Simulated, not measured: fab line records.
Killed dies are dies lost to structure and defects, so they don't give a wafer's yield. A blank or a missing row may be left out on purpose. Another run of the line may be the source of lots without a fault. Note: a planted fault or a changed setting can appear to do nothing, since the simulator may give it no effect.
fab line records	flow nand_harc	part 1 of 2: steps 1 to 4 of 6
record: lots: 23	wafers: 69	last_day: 34
route steps=1302 shown A_CONTACT@1051
lots untouched by any fault: they come from a run of this same line in which no faults occurred
start_h: the number of hours between the record's first day and the start of the first shown wafer of the lot	wait_h: hours from the lot's prior step to this one	" unchanged from the row above	L1.1+2: a row that stands for several wafers	- no value, or no start was given	* or withheld: withheld	< > ~ a bound
route shown NAME@n: names a module that has steps shown in the file, with the first one's number in the route	usual: mean/standard deviation of fault-free wafers	same: alike in all rows	chamber/n: place in a boat	sites: readings site by site	_std_site: standard deviation across them	_edge_site: inner sites' mean taken away from outer sites' mean	radius_mm: how far each site lies from the wafer's centre	mask NAME#n: copy n	behind: the tool/chamber that last shaped the wafer	hold: what put the lot on hold/how long, in hours/how the hold closed	device: which transistor (n, p or np) failed to switch	end of line: at the end of the route, the tests of the same wafers	where a step has no rows: the recipe by itself	killed: at the first sort, the dies lost to defects and structure; wafer yield is something else	map: a wafer's dies, marking killed ones x, the rest . and places with no die _
set.NAME: the run value of the setting; set.NAME@STEP: its run value at that earlier step	model.NAME: the simulator's own value behind a step, which no gauge read
the route's steps for a sample of lots (tables are steps, rows are wafers)
services: a tool's chamber out of use, with start hour (start_h, from the record's first day; less than 0 if before it), hours out, and reason
== steps ==
step: NHARC_A_CONTACT_ETCH_128
recipe: source_w: withheld	pressure_mtorr: 20	bias_v: 3000	time_s: 197	target_depth_a: 19180	ar_flow_sccm: withheld	c4f8_flow_sccm: withheld	o2_flow_sccm: withheld	chemistry: C4F8/O2/Ar
lot.wafer	tool	chamber	start_h	wait_h	rf_hours_counter_h
L076.2	har_cap_etch-02	1	504.17	0.1	83
L076.3	"	0	"	"	-
L076.6	"	0	"	"	-
L074.2	har_cap_etch-01	1	516.45	0.2	1
L074.4	"	0	"	"	-
L074.3	"	1	"	"	-
L077.2	har_cap_etch-02	1	545.17	0.1	91
L077.3	"	1	"	"	-
L077.6	"	1	"	"	-
L078.1	har_cap_etch-01	1	547.81	0.1	5
L078.4	"	0	"	"	-
L078.5	"	1	"	"	-
L080.3	har_cap_etch-03	1	548.37	0.1	-
L080.4	"	0	"	"	-
L080.5	"	0	"	"	-
L079.1	har_cap_etch-02	0	565.18	0.1	95
L079.4	"	0	"	"	-
L079.6	"	0	"	"	-
L081.2	har_cap_etch-02	0	575.39	0.1	97
L081.3	"	1	"	"	-
L081.6	"	1	"	"	-
L082.1	har_cap_etch-01	1	593.65	0.1	13
L082.6	"	0	"	"	-
L082.5	"	1	"	"	-
L083.4	har_cap_etch-02	0	594.97	0.1	-
L083.3	"	1	"	"	-
L083.6	"	1	"	"	-
L084.4	har_cap_etch-01	1	600.76	0.1	-
L084.3	"	0	"	"	-
L084.6	"	1	"	"	-
L085.3	har_cap_etch-02	1	610.03	0.2	-
L085.6	"	1	"	"	-
L085.5	"	0	"	"	-
L086.2	har_cap_etch-02	0	633.99	0.1	107
L086.4	"	1	"	"	-
L086.6	"	0	"	"	-
L088.2	har_cap_etch-03	0	634.65	0.1	66
L088.3	"	1	"	"	-
L088.5	"	0	"	"	-
L087.2	har_cap_etch-01	1	637.43	0.1	21
L087.5	"	0	"	"	-
L087.6	"	1	"	"	-
L089.2	har_cap_etch-02	1	637.59	0.2	109
L089.3	"	1	"	"	-
L089.4	"	0	"	"	-
L091.2	har_cap_etch-03	0	652.94	0.1	71
L091.4	"	1	"	"	-
L091.5	"	1	"	"	-
L090.1	har_cap_etch-02	0	655.32	0.2	113
L090.2	"	1	"	"	113
L090.3	"	1	"	"	-
L092.2	har_cap_etch-03	0	683.78	0.1	74
L092.4	"	0	"	"	-
L092.5	"	0	"	"	-
L093.2	har_cap_etch-02	1	684.32	0.1	117
L093.1	"	0	"	"	117
L093.4	"	0	"	"	-
L094.1	har_cap_etch-02	0	707.20	0.1	121
L094.2	"	1	"	"	121
L094.4	"	1	"	"	-
L095.2	har_cap_etch-01	0	712.52	0.1	34
L095.4	"	0	"	"	-
L095.5	"	1	"	"	-
L096.2	har_cap_etch-03	0	713.43	0.1	80
L096.4	"	0	"	"	-
L096.6	"	1	"	"	-
L097.2	har_cap_etch-03	0	736.69	0.1	83
L097.4	"	0	"	"	-
L097.6	"	0	"	"	-
step: NHARC_A_CONTACT_STRIP_82
recipe: o2_flow_sccm: 500	ar_flow_sccm: 0	bias_w: 0	chemistry: O2
usual: drypump_motor_current_A: 6.11/0.27	o2_flow_sccm: 500.1/1.3	oes_product_au: 1.002/0.0068	rf_vpp_V: 57.9/0.96	showerhead_plenum_p_Torr: 3.57/0.2	throttle_valve_pct: 17.036/0.0092
lot.wafer	tool	chamber	start_h	wait_h	drypump_motor_current_A	o2_flow_sccm	oes_product_au	rf_hours_counter_h	rf_vpp_V	showerhead_plenum_p_Torr	throttle_valve_pct
L076.3	rie_diel-02	3	-	-	5.62	498.8	1.020	6	56.7	3.29	17.043
L076.2	"	0	"	"	6.24	500.0	1.004	20	59.8	3.80	17.055
L076.6	"	3	"	"	5.60	499.7	1.003	-	57.4	3.29	17.037
L074.2	rie_diel-02	1	-	-	6.05	500.5	0.995	23	59.4	3.78	17.041
L074.4	"	3	"	"	5.60	500.0	1.008	9	57.3	3.29	17.033
L074.3	"	0	"	"	6.26	500.8	1.001	22	57.0	3.79	17.053
L077.2	rie_diel-13	1	-	-	6.42	499.9	1.012	3	57.8	3.64	17.020
L077.3	"	3	"	"	6.10	499.5	0.998	4	57.9	3.32	17.026
L077.6	"	0	"	"	6.46	498.9	0.997	-	58.7	3.34	17.064
L078.4	rie_diel-02	3	-	-	5.62	502.2	1.002	12	58.2	3.29	17.046
L078.1	"	0	"	"	6.23	500.7	1.004	27	59.3	3.79	17.038
L078.5	"	2	"	"	6.40	499.6	1.005	-	56.9	3.66	17.038
L080.3	rie_diel-07	0	-	-	6.08	502.9	0.997	27	58.4	3.79	17.052
L080.4	"	3	"	"	6.11	501.0	0.994	-	57.7	3.70	17.028
L080.5	"	0	"	"	6.07	500.2	0.997	-	57.2	3.79	17.033
L079.4	rie_diel-02	0	-	-	6.22	500.4	1.000	29	59.7	3.79	17.036
L079.1	"	1	"	"	6.02	497.9	0.997	32	58.2	3.77	17.026
L079.6	"	0	"	"	6.25	501.4	1.005	-	58.8	3.79	17.031
L081.2	rie_diel-13	0	-	-	6.47	500.6	1.001	16	57.1	3.33	17.022
L081.3	"	3	"	"	6.09	501.4	0.988	15	58.1	3.32	17.027
L081.6	"	1	"	"	6.43	500.1	1.010	-	57.1	3.64	17.040
L082.1	rie_diel-13	0	-	-	6.48	500.8	1.006	22	58.0	3.33	17.037
L082.6	"	1	"	"	6.45	498.4	0.999	-	58.2	3.63	17.028
L082.5	"	2	"	"	6.27	500.9	1.000	-	57.4	3.77	17.043
L083.4	rie_diel-02	1	-	-	6.05	501.1	0.996	5	57.7	3.77	17.036
L083.3	"	3	"	"	5.62	499.7	1.009	4	57.5	3.28	17.029
L083.6	"	1	"	"	6.04	500.1	0.995	-	58.8	3.77	17.028
L084.3	rie_diel-13	3	-	-	6.09	501.4	0.994	22	57.4	3.31	17.030
L084.4	"	1	"	"	6.43	503.0	1.007	23	58.4	3.63	17.056
L084.6	"	3	"	"	6.10	499.7	0.995	-	57.8	3.31	17.034
L085.3	rie_diel-07	3	-	-	6.14	499.9	0.999	54	58.9	3.68	17.037
L085.5	"	2	"	"	5.91	501.4	1.000	-	57.5	3.46	17.038
L085.6	"	3	"	"	6.14	500.3	0.991	-	57.9	3.68	17.034
L086.2	rie_diel-13	2	-	-	6.31	499.7	1.003	33	58.1	3.76	17.041
L086.4	"	3	"	"	6.11	498.1	0.992	34	57.4	3.31	17.049
L086.6	"	1	"	"	6.43	500.1	1.004	-	58.2	3.62	17.040
L088.2	rie_diel-07	0	-	-	6.10	498.4	1.007	56	58.2	3.78	17.042
L088.3	"	1	"	"	5.72	499.7	0.991	54	56.3	3.29	17.035
L088.5	"	0	"	"	6.08	500.0	1.012	-	59.3	3.77	17.041
L087.2	rie_diel-02	2	-	-	6.39	500.0	1.005	12	58.5	3.65	17.041
L087.6	"	1	"	"	6.01	496.1	1.003	-	57.9	3.77	17.042
L087.5	"	2	"	"	6.39	499.8	1.011	-	58.0	3.65	17.036
L089.3	rie_diel-13	3	-	-	6.09	499.1	0.994	35	56.7	3.31	17.032
L089.2	"	0	"	"	6.44	498.2	0.996	37	58.3	3.32	17.034
L089.4	"	2	"	"	6.29	501.2	1.008	35	58.6	3.76	17.037
L091.4	rie_diel-02	3	-	-	5.63	500.9	1.008	16	55.5	3.28	17.029
L091.2	"	2	"	"	6.39	499.5	1.009	16	57.9	3.65	17.038
L091.5	"	0	"	"	6.21	498.2	1.003	-	60.2	3.78	17.039
L090.3	rie_diel-07	3	-	-	6.16	500.2	0.998	0	58.1	3.67	17.040
L090.2	"	0	"	"	6.09	499.0	0.999	0	59.3	3.77	17.026
L090.1	"	1	"	"	5.75	499.1	0.994	0	56.7	3.29	17.035
L092.4	rie_diel-07	1	-	-	5.74	501.1	0.997	9	55.8	3.29	17.038
L092.2	"	2	"	"	5.94	498.7	1.007	7	58.5	3.45	17.052
L092.5	"	0	"	"	6.11	497.9	1.001	-	56.6	3.77	17.022
L093.2	rie_diel-02	3	-	-	5.61	499.0	0.993	20	56.5	3.28	17.035
L093.1	"	1	"	"	6.03	500.7	0.994	21	59.3	3.76	17.034
L093.4	"	2	"	"	6.38	499.7	1.009	20	57.3	3.65	17.046
L094.4	rie_diel-02	2	-	-	6.39	499.8	1.000	24	58.4	3.65	17.040
L094.1	"	0	"	"	6.23	500.5	1.009	26	58.0	3.78	17.039
L094.2	"	1	"	"	6.03	501.5	0.992	25	59.6	3.76	17.039
L095.2	rie_diel-02	0	-	-	6.20	500.6	1.000	27	58.3	3.78	17.026
L095.4	"	2	"	"	6.42	501.7	1.011	25	58.7	3.64	17.038
L095.5	"	0	"	"	6.21	502.1	1.012	-	56.4	3.78	17.033
L096.2	rie_diel-02	0	-	-	6.24	499.0	1.002	27	58.7	3.78	17.030
L096.4	"	1	"	"	6.02	498.3	1.005	25	58.2	3.76	17.035
L096.6	"	3	"	"	5.61	500.8	1.008	-	57.2	3.27	17.031
L097.4	rie_diel-07	3	-	-	6.14	501.0	1.003	30	56.4	3.66	17.028
L097.2	"	2	"	"	5.94	499.2	1.005	28	58.1	3.44	17.038
L097.6	"	3	"	"	6.14	501.6	1.011	-	58.5	3.66	17.034
step: NHARC_A_CONTACT_OVL_MEAS_09
usual: overlay_x_nm: 0.0/0.76	overlay_y_nm: 0.0/0.78
lot.wafer	tool	chamber	start_h	wait_h	overlay_x_nm	overlay_y_nm
L076.2	overlay-02	-	509.44	-	-1.5	-0.3
L076.3	"	-	"	"	-1.0	-0.3
L076.6	"	-	"	"	-1.3	-0.7
L074.2	overlay-02	-	522.25	-	-0.2	0.1
L074.3	"	-	"	"	1.1	0.6
L074.4	"	-	"	"	0.0	0.6
L077.2	overlay-01	-	551.71	-	-1.4	-0.5
L077.3	"	-	"	"	-0.5	0.3
L077.6	"	-	"	"	-0.9	-0.3
L078.1	overlay-01	-	553.17	-	0.1	-0.7
L078.4	"	-	"	"	-0.3	-0.7
L078.5	"	-	"	"	-0.1	-0.2
L080.3	overlay-02	-	555.02	-	1.2	-0.6
L080.4	"	-	"	"	1.3	-0.5
L080.5	"	-	"	"	1.1	0.0
L079.1	overlay-02	-	570.45	-	-0.2	-0.4
L079.4	"	-	"	"	-0.6	-0.7
L079.6	"	-	"	"	-0.4	-0.7
L081.2	overlay-02	-	584.05	-	-0.2	-0.3
L081.3	"	-	"	"	-0.4	0.4
L081.6	"	-	"	"	-0.4	-0.4
L082.1	overlay-02	-	602.69	-	0.1	1.2
L082.5	"	-	"	"	-0.5	0.7
L082.6	"	-	"	"	-0.1	1.0
L083.3	overlay-02	-	603.01	-	0.6	-0.1
L083.4	"	-	"	"	0.4	0.0
L083.6	"	-	"	"	0.5	-0.4
L084.3	overlay-02	-	606.32	-	-0.3	-0.7
L084.4	"	-	"	"	0.3	-0.7
L084.6	"	-	"	"	0.3	-1.0
L085.3	overlay-02	-	621.49	-	0.3	-1.0
L085.5	"	-	"	"	1.0	-0.7
L085.6	"	-	"	"	0.7	-0.6
L086.2	overlay-01	-	641.41	-	-1.2	0.6
L086.4	"	-	"	"	-0.8	1.1
L086.6	"	-	"	"	-1.5	0.8
L088.2	overlay-01	-	641.91	-	0.8	0.3
L088.3	"	-	"	"	0.5	0.3
L088.5	"	-	"	"	1.1	0.0
L087.2	overlay-02	-	643.65	-	-0.4	0.4
L087.5	"	-	"	"	-0.3	1.1
L087.6	"	-	"	"	-0.4	0.8
L089.2	overlay-02	-	644.49	-	0.7	0.6
L089.3	"	-	"	"	0.2	1.2
L089.4	"	-	"	"	0.5	0.8
L091.2	overlay-02	-	658.17	-	-1.2	0.0
L091.4	"	-	"	"	-1.4	0.0
L091.5	"	-	"	"	-0.7	-0.1
L090.1	overlay-02	-	662.98	-	1.2	0.0
L090.2	"	-	"	"	0.7	0.3
L090.3	"	-	"	"	0.7	0.3
L092.2	overlay-01	-	689.21	-	-0.2	1.2
L092.4	"	-	"	"	0.5	0.9
L092.5	"	-	"	"	-0.1	1.3
L093.1	overlay-01	-	689.77	-	-1.0	0.7
L093.2	"	-	"	"	-0.9	0.9
L093.4	"	-	"	"	-0.7	0.6
L094.1	overlay-02	-	714.26	-	-0.2	-1.1
L094.2	"	-	"	"	-0.7	-1.4
L094.4	"	-	"	"	-0.5	-2.0
L095.2	overlay-01	-	717.91	-	0.1	-1.5
L095.4	"	-	"	"	-0.2	-1.2
L095.5	"	-	"	"	-0.1	-1.0
L096.2	overlay-01	-	718.69	-	0.8	-0.4
L096.4	"	-	"	"	0.3	-0.3
L096.6	"	-	"	"	0.4	0.3
L097.2	overlay-02	-	747.61	-	0.1	0.7
L097.4	"	-	"	"	1.2	0.8
L097.6	"	-	"	"	-0.1	0.3
step: NHARC_A_CONTACT_ETCH_92
recipe: target_depth_a: 400	over_etch_frac: 0.5	time_s: 85.7	ion_energy_ev: 120	ch3f_flow_sccm: 50	o2_flow_sccm: 30	ar_flow_sccm: 200	rf_w: 500	bias_w: 100	chemistry: CH3F/O2
usual: drypump_motor_current_A: 6.09/0.26	o2_flow_sccm: 30.01/0.092	oes_product_au: 0.95/0.031	rf_vpp_V: 244.8/2.2	showerhead_plenum_p_Torr: 2.49/0.15	throttle_valve_pct: 20.665/0.0083
lot.wafer	tool	chamber	start_h	wait_h	drypump_motor_current_A	o2_flow_sccm	oes_product_au	rf_hours_counter_h	rf_vpp_V	showerhead_plenum_p_Torr	throttle_valve_pct
L076.3	rie_diel-02	2	512.57	0.4	6.40	29.86	0.94	21	245.9	2.56	20.667
L076.2	"	3	"	"	5.63	30.12	0.93	8	241.0	2.29	20.665
L076.6	"	2	"	"	6.39	29.99	0.93	-	245.6	2.56	20.665
L074.2	rie_diel-02	1	525.59	0.5	5.99	30.04	0.93	24	247.0	2.64	20.670
L074.3	"	2	"	"	6.37	30.00	0.93	23	245.2	2.56	20.670
L074.4	"	1	"	"	6.01	30.10	0.92	-	247.5	2.64	20.677
L077.2	rie_diel-02	3	554.78	0.5	5.62	30.00	0.95	13	243.3	2.28	20.664
L077.3	"	0	"	"	6.21	29.81	0.93	28	248.8	2.65	20.673
L077.6	"	3	"	"	5.61	30.27	0.96	-	241.4	2.28	20.668
L078.4	rie_diel-13	2	556.24	0.4	6.25	30.17	0.91	6	246.0	2.63	20.668
L078.1	"	1	"	"	6.40	30.00	0.91	6	246.9	2.54	20.662
L078.5	"	2	"	"	6.25	30.04	0.92	-	246.2	2.63	20.676
L080.3	rie_diel-02	3	558.11	0.4	5.63	29.81	0.94	14	242.4	2.28	20.658
L080.4	"	0	"	"	6.21	30.07	0.93	28	247.0	2.65	20.651
L080.5	"	2	"	"	6.39	29.94	0.93	-	245.3	2.55	20.674
L079.4	rie_diel-07	2	573.59	0.4	5.96	30.08	0.99	6	243.7	2.41	20.648
L079.1	"	0	"	"	6.11	29.94	1.00	37	249.8	2.65	20.675
L079.6	"	2	"	"	5.95	29.98	1.00	-	242.7	2.41	20.668
L081.3	rie_diel-07	1	587.12	0.4	5.72	29.98	0.93	39	240.8	2.29	20.672
L081.2	"	3	"	"	6.13	30.08	0.91	45	245.0	2.57	20.672
L081.6	"	1	"	"	5.73	30.09	0.92	-	244.2	2.29	20.668
L082.1	rie_diel-02	3	606.30	0.5	5.61	29.88	0.93	6	242.6	2.28	20.669
L082.5	"	1	"	"	6.03	30.07	0.94	-	245.7	2.63	20.656
L082.6	"	2	"	"	6.39	30.04	0.93	-	244.5	2.55	20.672
L083.3	rie_diel-13	3	606.61	0.5	6.05	29.86	0.93	23	242.6	2.30	20.669
L083.4	"	2	"	"	6.26	30.02	0.94	22	245.4	2.63	20.662
L083.6	"	0	"	"	6.45	30.08	0.94	-	242.2	2.31	20.671
L084.4	rie_diel-02	3	609.50	0.4	5.60	29.99	0.93	7	243.1	2.28	20.658
L084.3	"	1	"	"	6.02	30.01	0.93	7	246.4	2.63	20.661
L084.6	"	2	"	"	6.36	29.97	0.93	-	245.0	2.55	20.666
L085.3	rie_diel-07	3	624.57	0.4	6.16	30.11	0.92	56	245.8	2.57	20.681
L085.6	"	3	"	"	6.18	29.91	0.91	-	245.5	2.57	20.673
L085.5	"	0	"	"	6.08	29.91	0.92	-	246.6	2.64	20.666
L086.2	rie_diel-07	1	644.66	0.6	5.73	29.92	0.93	58	243.6	2.29	20.667
L086.4	"	2	"	"	5.99	29.89	0.93	30	243.9	2.40	20.663
L086.6	"	0	"	"	6.07	29.98	0.93	-	246.9	2.63	20.672
L088.3	rie_diel-13	3	646.05	0.4	6.06	30.10	0.98	38	242.2	2.30	20.650
L088.2	"	0	"	"	6.44	29.95	1.00	39	242.5	2.31	20.661
L088.5	"	3	"	"	6.09	30.13	1.00	-	243.0	2.30	20.667
L087.2	rie_diel-07	2	646.75	0.5	5.98	30.12	0.93	30	243.4	2.40	20.662
L087.6	"	0	"	"	6.05	30.09	0.92	-	246.3	2.63	20.657
L087.5	"	1	"	"	5.75	29.95	0.92	-	242.4	2.29	20.657
L089.3	rie_diel-07	1	647.74	0.4	5.74	30.19	1.00	58	241.4	2.29	20.673
L089.2	"	2	"	"	5.89	29.99	1.00	30	242.6	2.40	20.661
L089.4	"	3	"	"	6.12	30.04	1.00	64	245.9	2.56	20.663
L091.2	rie_diel-02	0	661.27	0.5	6.25	29.94	0.95	18	246.0	2.64	20.668
L091.4	"	1	"	"	6.01	29.83	0.93	17	248.9	2.63	20.664
L091.5	"	2	"	"	6.35	30.12	0.93	-	245.1	2.55	20.675
L090.1	rie_diel-02	3	666.05	0.5	5.62	30.12	1.01	17	242.1	2.28	20.660
L090.2	"	0	"	"	6.25	30.07	1.01	18	245.3	2.64	20.652
L090.3	"	1	"	"	6.03	30.09	0.99	17	246.7	2.63	20.662
L092.4	rie_diel-02	3	692.27	0.4	5.60	30.08	0.97	21	242.2	2.28	20.658
L092.2	"	1	"	"	6.07	29.94	0.94	21	248.3	2.63	20.660
L092.5	"	3	"	"	5.60	30.01	0.97	-	240.5	2.28	20.650
L093.1	rie_diel-13	3	692.87	0.5	6.06	30.01	1.01	54	242.1	2.29	20.672
L093.2	"	0	"	"	6.49	30.02	1.01	55	243.0	2.30	20.660
L093.4	"	1	"	"	6.42	29.89	1.00	53	246.0	2.52	20.647
L094.4	rie_diel-02	0	717.33	0.4	6.25	29.85	0.94	27	247.8	2.64	20.665
L094.2	"	1	"	"	6.01	30.05	0.93	25	246.9	2.63	20.681
L094.1	"	3	"	"	5.61	29.86	0.94	26	242.7	2.27	20.665
L095.4	rie_diel-02	1	720.97	0.4	6.04	29.91	0.93	26	245.4	2.63	20.665
L095.2	"	0	"	"	6.23	29.97	0.93	27	247.5	2.64	20.672
L095.5	"	1	"	"	6.04	30.08	0.93	-	245.6	2.62	20.657
L096.2	rie_diel-02	0	721.77	0.5	6.24	30.16	0.92	27	247.0	2.64	20.663
L096.4	"	2	"	"	6.37	30.12	0.93	26	245.8	2.54	20.673
L096.6	"	0	"	"	6.23	30.09	0.93	-	246.9	2.64	20.686
L097.4	rie_diel-13	3	750.67	0.4	6.09	29.99	0.93	14	241.4	2.29	20.667
L097.2	"	2	"	"	6.25	30.02	0.92	15	246.1	2.61	20.662
L097.6	"	3	"	"	6.09	30.06	0.93	-	241.6	2.29	20.653
